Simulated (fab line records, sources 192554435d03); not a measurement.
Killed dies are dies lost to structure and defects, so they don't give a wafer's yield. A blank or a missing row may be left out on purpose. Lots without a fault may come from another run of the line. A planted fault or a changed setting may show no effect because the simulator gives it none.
fab line records | flow n5_finfet
record lots=6 wafers=18 last_day=20
route steps=1938 shown SDB@348 BEOL_M4@1111 PASSIVATION@1936
lots that met no fault: from a run of the same line without faults
start_h: hours from the record's first day to the start of the lot's first wafer shown | wait_h: hours since the lot's step before | " the same as in the row above | L1.1+2: a row that stands for several wafers | - no value, or no start given | * or withheld: withheld | < > ~ a bound
route shown NAME@n: a module of which the file shows steps, and the number in the route of the first | usual: mean/standard deviation of fault-free wafers | same: alike in all rows | chamber/n: place in a boat | sites: the reading at each site | _std_site: their standard deviation | _edge_site: outer sites' mean less inner sites' | radius_mm: how far each site lies from the wafer's centre | mask NAME#n: copy n | behind: the tool/chamber that last shaped the wafer | hold: why the lot was held/for how many hours/how that ended | device: the transistor (n, p or np) that didn't switch | end of line: the same wafers' tests at the end of the route | a step without rows: its recipe alone | killed: dies lost to structure and defects at the first sort, not the wafer's yield | map: a wafer's dies, x killed, . not, _ none there
set.NAME: the setting as run; set.NAME@STEP: as run at that earlier step | model.NAME: the simulator's own value behind a step, which no gauge read
lots at some steps of the route; a table a step, a row a wafer
services: from which hour (start_h, from the record's first day; less than 0 if before it) a tool's chamber was out of use, for how many hours, and why
## steps
# step N5_SDB_COAT_03
# recipe resist=SOC temp_c=250 time_s=60 spin_rpm=1500 resist_thk_nm=100
# step N5_SDB_COAT_04
# recipe resist=SiARC temp_c=220 time_s=60 spin_rpm=1500 resist_thk_nm=18
# step N5_SDB_COAT_05
# recipe resist=CAR-ArF spin_rpm=1500 resist_thk_nm=90
# step N5_SDB_EBR_07
# recipe solvent=PGMEA ebr_width_mm=1.5
# step N5_SDB_SOFTBAKE_06
# recipe temp_c=110 time_s=60 resist=CAR-ArF
# step N5_SDB_EXPOSE_08
# recipe mask_id=SDB na=1.35 source_shape=conventional sigma_outer=0.5 polarization=unpolarized dose_mj=49.6
# step N5_SDB_PEB_09
# recipe peb_temp_c=withheld peb_time_s=60 resist=CAR-ArF
# step N5_SDB_DEVELOP_10
# recipe develop_time_s=30 developer=TMAH resist=CAR-ArF rinse_liquid=diw dry=air_spin dev_temp_c=23
# step N5_SDB_CD_MEAS_11
# recipe target_cd_nm=50 landing_energy_ev=500 detector=se_inlens polarity=opening
# usual cd_nm=50.3/0.93
# columns lot.wafer tool chamber start_h wait_h cd_nm
L652.3 cd_sem-02 0 80.25 - 50.3
L652.5 " 0 " " 50.2
L652.6 " 0 " " 49.4
L657.2 cd_sem-02 0 109.59 - 49.8
L657.4 " 0 " " 49.3
L657.5 " 0 " " 49.0
L659.2 cd_sem-03 0 120.60 - 50.1
L659.3 " 0 " " 48.7
L659.5 " 0 " " 49.6
L665.1 cd_sem-01 0 158.97 - 50.0
L665.3 " 0 " " 50.5
L665.6 " 0 " " 51.7
L671.3 cd_sem-01 0 233.09 - 49.3
L671.5 " 0 " " 50.7
L671.6 " 0 " " 50.9
L670.2 cd_sem-03 0 233.87 - 51.5
L670.3 " 0 " " 49.8
L670.6 " 0 " " 51.7
# step N5_SDB_OVL_MEAS_12
# recipe points_per_wafer=44
# usual SDB_OVL=0.3/0.66
# columns lot.wafer tool chamber start_h wait_h SDB_OVL[nm]
L652.3 overlay-02 0 80.28 0.0 0.3
L652.5 " 0 " " 0.4
L652.6 " 0 " " 0.1
L657.2 overlay-02 0 109.62 0.0 -0.1
L657.4 " 0 " " 0.5
L657.5 " 0 " " -0.6
L659.2 overlay-01 0 120.63 0.0 0.1
L659.3 " 0 " " 0.1
L659.5 " 0 " " -0.5
L665.1 overlay-02 0 159.00 0.0 1.2
L665.3 " 0 " " 1.0
L665.6 " 0 " " 0.0
L671.3 overlay-02 0 233.12 0.0 1.2
L671.5 " 0 " " 1.1
L671.6 " 0 " " 0.3
L670.2 overlay-02 0 233.90 0.0 0.0
L670.3 " 0 " " -0.2
L670.6 " 0 " " 1.4
# step N5_SDB_INSPECT_13
# recipe mode=adi inspect_instrument=brightfield
# usual raw_defect_count=72/30
# columns lot.wafer tool chamber start_h wait_h raw_defect_count
L652.3 defect_inspect-01 - 80.31 0.0 68
L652.5 " - " " 73
L652.6 " - " " 60
L657.2 defect_inspect-02 - 109.64 0.0 122
L657.4 " - " " 140
L657.5 " - " " 147
L659.2 defect_inspect-01 - 120.65 0.0 50
L659.3 " - " " 50
L659.5 " - " " 129
L665.1 defect_inspect-02 - 159.02 0.0 49
L665.3 " - " " 35
L665.6 " - " " 54
L671.3 defect_inspect-01 - 233.14 0.0 69
L671.5 " - " " 32
L671.6 " - " " 52
L670.2 defect_inspect-01 - 233.92 0.0 100
L670.3 " - " " 78
L670.6 " - " " 71
# step N5_SDB_DESCUM_16
# recipe chemistry=O2 time_s=7.9 source_power_w=50 bias_power_w=20 pressure_mtorr=20 rf_frequency_hz=2.712e+07 temp_c=40 resist=CAR-ArF o2_flow_sccm=225
# usual drypump_motor_current_A=5.8/0.42 oes_product_au=0.79/0.064 rf_vpp_V=243.6/1.2 showerhead_plenum_p_Torr=2.13/0.061 throttle_valve_pct=20.46/0.22
# columns lot.wafer tool chamber start_h wait_h drypump_motor_current_A oes_product_au rf_hours_counter_h rf_vpp_V showerhead_plenum_p_Torr throttle_valve_pct
L652.3 rie_diel-04 1 80.34 0.0 5.3 0.85 59 242.8 2.12 20.05
L652.5 " 3 " " 6.5 0.78 - 245.1 2.19 20.22
L652.6 " 0 " " 6.4 0.71 - 243.2 1.97 20.59
L657.2 rie_diel-04 0 109.78 0.1 6.4 0.70 246 241.7 1.97 20.62
L657.4 " 1 " " 5.3 0.83 68 244.2 2.11 20.04
L657.5 " 0 " " 6.4 0.70 - 240.4 1.97 20.60
L659.2 rie_diel-04 1 120.72 0.1 5.3 0.83 71 242.7 2.11 20.05
L659.3 " 3 " " 6.5 0.77 164 244.9 2.18 20.24
L659.5 " 2 " " 5.4 0.72 - 245.0 2.17 20.91
L665.1 rie_diel-06 3 159.06 0.0 5.9 0.76 138 242.4 2.10 20.46
L665.3 " 0 " " 5.9 0.75 180 242.8 2.08 20.64
L665.6 " 3 " " 5.9 0.76 - 243.4 2.10 20.46
L671.3 rie_diel-06 2 233.17 0.0 5.1 0.73 183 243.5 2.18 20.35
L671.5 " 3 " " 5.9 0.74 - 240.8 2.10 20.49
L671.6 " 0 " " 5.9 0.72 - 242.3 2.07 20.66
L670.2 rie_diel-04 2 234.00 0.1 5.5 0.70 211 244.7 2.16 20.96
L670.3 " 3 " " 6.5 0.74 195 245.9 2.17 20.26
L670.6 " 3 " " 6.5 0.75 - 244.1 2.17 20.27
# step N5_SDB_ETCH_17
# recipe chemistry=CF4 target=SiARC target_depth_a=234 mask_material=CAR-ArF time_s=39 ion_energy_ev=80 pressure_mtorr=40 source_w=545 bias_w=36 Ar_flow_sccm=100 cf4_flow_sccm=100 ends=cleared
# usual bias_w=35.99/0.11 drypump_motor_current_A=5.8/0.42 etch_rf_on_time_s=38.8/0.41 oes_product_au=0.68/0.053 rf_vpp_V=184.5/1.1 showerhead_plenum_p_Torr=2.17/0.056 throttle_valve_pct=15.63/0.21
# columns lot.wafer tool chamber start_h wait_h bias_w drypump_motor_current_A etch_rf_on_time_s oes_product_au rf_hours_counter_h rf_vpp_V showerhead_plenum_p_Torr throttle_valve_pct
L652.3 rie_diel-04 1 80.37 0.0 35.96 5.3 38.9 0.72 59 185.1 2.16 15.26
L652.5 " 3 " " 36.09 6.5 39.2 0.66 - 186.7 2.23 15.41
L652.6 " 0 " " 36.03 6.4 39.1 0.61 - 182.5 2.03 15.90
L657.2 rie_diel-04 0 109.81 0.0 35.85 6.4 54.5 0.51 246 181.9 2.03 15.89
L657.4 " 1 " " 36.04 5.3 38.9 0.71 68 184.4 2.16 15.27
L657.5 " 0 " " 36.09 6.4 39.3 0.60 - 182.2 2.03 15.93
L659.2 rie_diel-04 1 120.75 0.0 35.90 5.3 54.9 0.59 71 184.0 2.16 15.25
L659.3 " 3 " " 35.92 6.5 54.9 0.55 164 185.5 2.22 15.43
L659.5 " 2 " " 36.13 5.5 39.4 0.61 - 184.1 2.21 16.05
L665.1 rie_diel-06 3 159.09 0.0 35.95 5.9 38.7 0.65 138 183.1 2.14 15.54
L665.3 " 0 " " 35.93 5.9 39.2 0.63 180 183.6 2.13 15.81
L665.6 " 3 " " 36.11 5.9 38.9 0.65 - 184.2 2.14 15.54
L671.3 rie_diel-06 2 233.21 0.0 35.72 5.1 38.3 0.62 183 183.9 2.22 15.56
L671.5 " 3 " " 35.96 5.9 38.4 0.64 - 185.2 2.14 15.56
L671.6 " 0 " " 36.02 5.9 38.7 0.62 - 182.8 2.12 15.84
L670.2 rie_diel-04 2 234.04 0.0 36.02 5.5 39.3 0.60 211 184.6 2.20 16.09
L670.3 " 3 " " 36.01 6.5 39.2 0.62 195 184.8 2.21 15.48
L670.6 " 3 " " 35.98 6.5 39.3 0.63 - 184.1 2.21 15.50
# step N5_SDB_ETCH_18
# recipe chemistry=N2/H2 target=SOC target_depth_a=1000 overetch_a=200 mask_material=SiARC temp_c=40 time_s=150 ion_energy_ev=200 pressure_mtorr=30 source_w=840 bias_w=150 n2_flow_sccm=200 h2_flow_sccm=200
# usual bias_w=150.0/0.48 drypump_motor_current_A=5.8/0.43 oes_product_au=0.71/0.054 rf_vpp_V=524.9/2 showerhead_plenum_p_Torr=2.58/0.072 throttle_valve_pct=17.85/0.25
# columns lot.wafer tool chamber start_h wait_h bias_w drypump_motor_current_A oes_product_au rf_hours_counter_h rf_vpp_V showerhead_plenum_p_Torr throttle_valve_pct
L652.3 rie_diel-04 1 80.41 0.0 149.9 5.3 0.76 59 525.0 2.57 17.38
L652.5 " 3 " " 149.0 6.5 0.70 - 525.8 2.65 17.50
L652.6 " 0 " " 149.9 6.4 0.64 - 521.7 2.41 18.04
L657.2 rie_diel-04 0 109.85 0.0 150.8 6.4 0.63 246 520.1 2.40 18.05
L657.4 " 1 " " 150.4 5.3 0.74 68 525.4 2.57 17.39
L657.5 " 0 " " 150.5 6.4 0.63 - 521.1 2.40 18.06
L659.2 rie_diel-04 1 120.79 0.0 150.2 5.3 0.73 71 524.4 2.57 17.40
L659.3 " 3 " " 149.8 6.5 0.69 164 526.7 2.64 17.54
L659.5 " 2 " " 150.0 5.5 0.65 - 525.4 2.64 18.37
L665.1 rie_diel-06 3 159.13 0.0 149.8 5.9 0.68 138 523.7 2.54 17.77
L665.3 " 0 " " 149.4 5.9 0.67 180 524.6 2.52 18.07
L665.6 " 3 " " 149.6 5.8 0.68 - 524.1 2.54 17.76
L671.3 rie_diel-06 2 233.24 0.0 149.8 5.1 0.65 183 526.9 2.64 17.80
L671.5 " 3 " " 149.6 5.9 0.67 - 524.0 2.53 17.78
L671.6 " 0 " " 149.3 6.0 0.66 - 523.4 2.52 18.11
L670.2 rie_diel-04 2 234.07 0.0 149.5 5.4 0.62 211 525.7 2.62 18.43
L670.3 " 3 " " 150.1 6.5 0.66 195 525.9 2.63 17.60
L670.6 " 3 " " 150.7 6.4 0.67 - 525.9 2.63 17.59
# step N5_BEOL_M4_RC_MEAS_101
# usual DIBL_N=36.5/1.2 DIBL_P=36.5/1.6 IOFF_N=0.162/0.023 IOFF_P=0.221/0.03 ION_N=678/8 ION_P=466/6.3 SS_N=71.6/0.46 SS_P=73.3/0.57 VT_N=249.2/2.6 VT_P=-249/3.3
# columns lot.wafer tool chamber start_h wait_h DIBL_N[mV/V] DIBL_P[mV/V] IOFF_N[nA/um] IOFF_P[nA/um] ION_N[uA/um] ION_P[uA/um] SS_N[mV/dec] SS_P[mV/dec] VT_N[mV] VT_P[mV]
L652.3 prober-02 0 242.90 0.7 34.9 34.3 0.117 0.179 663 461 70.9 73.0 256.9 -254
L652.5 " 0 " " 36.3 36.4 0.145 0.200 669 463 71.2 73.1 251.3 -253
L652.6 " 0 " " 36.0 36.1 0.139 0.198 678 465 71.0 73.7 251.1 -252
L657.2 prober-02 0 254.99 0.2 36.7 37.4 0.147 0.180 676 458 71.2 73.0 253.0 -254
L657.4 " 0 " " 36.0 37.2 0.143 0.176 666 454 70.7 74.2 252.7 -256
L657.5 " 0 " " 36.7 38.4 0.163 0.199 678 465 71.6 73.3 248.5 -251
L659.2 prober-02 0 265.45 0.2 35.8 33.9 0.134 0.179 674 459 70.8 72.8 249.3 -253
L659.3 " 0 " " 37.2 36.5 0.172 0.213 681 462 72.0 73.1 245.3 -249
L659.5 " 0 " " 37.3 36.1 0.162 0.206 673 461 71.6 72.7 249.4 -252
L665.1 prober-02 0 312.30 0.0 36.4 36.1 0.158 0.201 679 463 71.0 72.4 250.3 -251
L665.3 " 0 " " 36.2 35.2 0.147 0.186 672 454 71.3 73.0 252.0 -253
L665.6 " 0 " " 36.1 35.6 0.155 0.191 670 461 71.5 72.4 247.4 -252
L671.3 prober-02 0 361.84 0.3 35.3 34.2 0.128 0.175 664 456 70.1 72.8 250.6 -257
L671.5 " 0 " " 36.8 36.3 0.149 0.200 668 463 71.1 72.9 251.3 -252
L671.6 " 0 " " 36.7 36.7 0.161 0.210 683 465 71.8 73.6 251.0 -253
L670.2 prober-01 0 364.69 0.2 38.4 36.8 0.175 0.215 679 463 72.2 73.7 247.2 -250
L670.3 " 0 " " 36.3 34.5 0.132 0.182 666 456 71.5 73.0 251.7 -253
L670.6 " 0 " " 36.9 35.7 0.151 0.199 680 465 71.8 73.7 248.9 -250
# step N5_PASSIVATION_PROBE_49
# usual defect_limited_yield=91.2/1.3 killed_at_M0_to_M3=34/9.2 killed_at_M4_up=14/5 killed_at_contacts=13/6.7 killed_at_front_end=39/12 killed_at_other=4/3.3 killed_dies=104/15 killed_open=68/12 killed_short=34/7.5 sort_bin_5_function=5.2/0.87 sort_bin_6_memory=3.3/0.63 sort_n_pass=1076/15 sort_yield_pct=91.2/1.3
# same gross_dies=1180 killed_at_back_side=0 sort_bin_4_leakage[%]=0 sort_bin_8_speed[%]=0
# columns lot.wafer tool chamber start_h wait_h defect_limited_yield[%] killed_at_M0_to_M3 killed_at_M4_up killed_at_contacts killed_at_front_end killed_at_other killed_dies killed_open killed_short sort_bin_5_function[%] sort_bin_6_memory[%] sort_n_pass sort_yield_pct[%]
L657.2 prober-01 - 353.47 0.1 90.3 40 15 10 46 3 114 71 39 5.6 3.3 1066 90.3
L657.4 prober-01 - 353.57 0.2 91.6 40 17 6 32 4 99 72 27 5.7 2.3 1081 91.6
L657.5 prober-01 - 353.62 0.2 89.3 31 7 20 64 4 126 74 49 6.0 4.1 1054 89.3
# killed by level:class
L657.2 BEOL_M2:geometric_particle:open=9 BEOL_M0_SAQP:geometric_particle:short=9 BEOL_M3:geometric_particle:open=8 MOL_CONTACT_COAG:geometric_particle:open=7 GATE_CUT:geometric_particle:open=7 STI_FIN_REVEAL:geometric_particle:open=6 BEOL_M0_SAQP:geometric_particle:open=6 STARTING-WAFER:geometric_particle:open=6
L657.4 BEOL_M0_SAQP:geometric_particle:open=10 BEOL_M2:geometric_particle:open=10 STI_FIN_REVEAL:geometric_particle:open=9 BEOL_M0_SAQP:geometric_particle:short=5 BEOL_M3:geometric_particle:open=5 BEOL_M4:geometric_particle:open=5 STARTING-WAFER:geometric_particle:open=5 FIN_SAQP:geometric_particle:open=4
L657.5 FIN_SAQP:geometric_particle:short=19 STI_FIN_REVEAL:geometric_particle:open=17 MOL_CONTACT_COAG:geometric_particle:open=13 BEOL_M3:geometric_particle:open=12 BEOL_M0_SAQP:geometric_particle:short=8 MOL_CONTACT_COAG:geometric_particle:short=7 FIN_SAQP:geometric_particle:open=6 DUMMY_GATE:geometric_particle:open=6
## services
# columns tool chamber start_h hours kind
rie_diel-04 1 106.06 2.9 repair
rie_diel-04 0 124.52 - clean
rie_diel-04 0 124.52 - consumable_replace:focus_ring
rie_diel-04 0 124.52 - consumable_replace:showerhead
rie_diel-04 0 124.52 14.9 scheduled_down
rie_diel-04 0 124.52 14.9 vent_cycle
rie_diel-06 - 152.62 0.9 repair
rie_diel-06 1 214.42 9.5 repair
## key
first_sign step=N5_SDB_ETCH_17 reading=etch_rf_on_time_s direction=up sigmas=39 usual=* struck=*
effect step=N5_SDB_ETCH_17 reading=oes_product_au direction=down sigmas=2.4 usual=0.68 struck=0.55 wafers_moved=1
met_at N5_SDB_ETCH_17
struck_wafers L657.2,L659.2,L659.3
onset_between 80.37 109.81
fault kind=process_parameter_drift tool=rie_diel-04 chamber=- onset_h=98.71 steps=N5_SDB_ETCH_17 channel=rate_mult offset=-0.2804 shape=step end_h=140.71 scope=struck_wafers_only
